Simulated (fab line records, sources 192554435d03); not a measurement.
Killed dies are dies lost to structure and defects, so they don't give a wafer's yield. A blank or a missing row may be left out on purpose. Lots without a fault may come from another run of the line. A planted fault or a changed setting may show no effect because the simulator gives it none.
Chamber matching | flow n5_finfet | N5_BEOL_M1_PECVD_72 on pecvd-02: 3 sister chambers
The step deposits SiO2 from TEOS/O2, target thk 16 nm, time 18 s. 20 wafers are shown with their chamber, then 10 later ones without.

WAFERS WITH THEIR CHAMBER
wafer  | chamber | throttle_valve_pct (%) | heater_power_w (W) | showerhead_plenum_p_Torr (Torr)
L077.1 | 2       | 20.3                   | 638                | 8.78
L077.2 | 0       | 22.2                   | 765                | 8.76
L077.4 | 0       | 22.3                   | 782                | 8.77
L079.1 | 2       | 20.5                   | 693                | 8.76
L079.2 | 0       | 22.2                   | 767                | 8.76
L079.3 | 2       | 20.4                   | 690                | 8.78
L079.4 | 0       | 22.2                   | 761                | 8.75
L079.5 | 0       | 22.2                   | 788                | 8.77
L079.6 | 2       | 20.4                   | 681                | 8.77
L081.3 | 2       | 20.6                   | 622                | 8.78
L081.4 | 0       | 22.1                   | 791                | 8.73
L081.6 | 2       | 20.4                   | 596                | 8.77
L082.3 | 0       | 22.5                   | 781                | 8.77
L082.4 | 1       | 22.1                   | 688                | 8.76
L082.6 | 2       | 20.4                   | 674                | 8.78
L085.2 | 0       | 22.4                   | 783                | 8.77
L085.4 | 1       | 22.0                   | 630                | 8.75
L085.6 | 0       | 22.3                   | 800                | 8.78
L087.1 | 2       | 20.9                   | 639                | 8.76
L087.2 | 1       | 22.3                   | 703                | 8.73

SIGNATURES (means of the wafers above)
reading                  | chamber 0 | chamber 1 | chamber 2 | scatter within a chamber
throttle_valve_pct       | 22.267    | 22.133    | 20.488    | 0.156
heater_power_w           | 779.78    | 673.67    | 654.12    | 27.8
showerhead_plenum_p_Torr | 8.7622    | 8.7467    | 8.7725    | 0.0128
Rule: a wafer's distance from a chamber is the root of the sum, over the readings, of the square of ((its reading less the chamber's mean) divided by the reading's scatter). The wafer belongs to the nearest chamber; if the next one is less than 2 further off, it can't be placed. The scatter: the root of (the sum of the squares of (reading less its chamber's mean) over the shown wafers, divided by (wafers less chambers)).

WAFERS WITHOUT THEIR CHAMBER
wafer  | throttle_valve_pct (%) | heater_power_w (W) | showerhead_plenum_p_Torr (Torr)
L087.5 | 20.7                   | 643                | 8.78
L093.2 | 20.7                   | 654                | 8.77
L093.4 | 20.6                   | 673                | 8.75
L093.6 | 22.2                   | 692                | 8.76
L076.2 | 20.8                   | 608                | 8.77
L076.3 | 22.2                   | 707                | 8.74
L076.5 | 22.4                   | 699                | 8.75
L096.1 | 21.2                   | 689                | 8.79
L096.3 | 22.2                   | 653                | 8.77
L096.4 | 20.8                   | 694                | 8.77

WHICH CHAMBER EACH WENT THROUGH
wafer  | from the rows above     | in truth
L087.5 | 2                       | 2
L093.2 | 2                       | 2
L093.4 | 2                       | 2
L093.6 | can't be placed: 1 or 0 | 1
L076.2 | 2                       | 2
L076.3 | can't be placed: 1 or 0 | 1
L076.5 | can't be placed: 1 or 0 | 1
L096.1 | can't be placed: 2 or 1 | 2
L096.3 | 1                       | 1
L096.4 | 2                       | 2
Placed correctly: 6 of 10. Can't be placed from these rows: 4 (the true chamber is among the candidates in 4). Placed wrongly: 0.
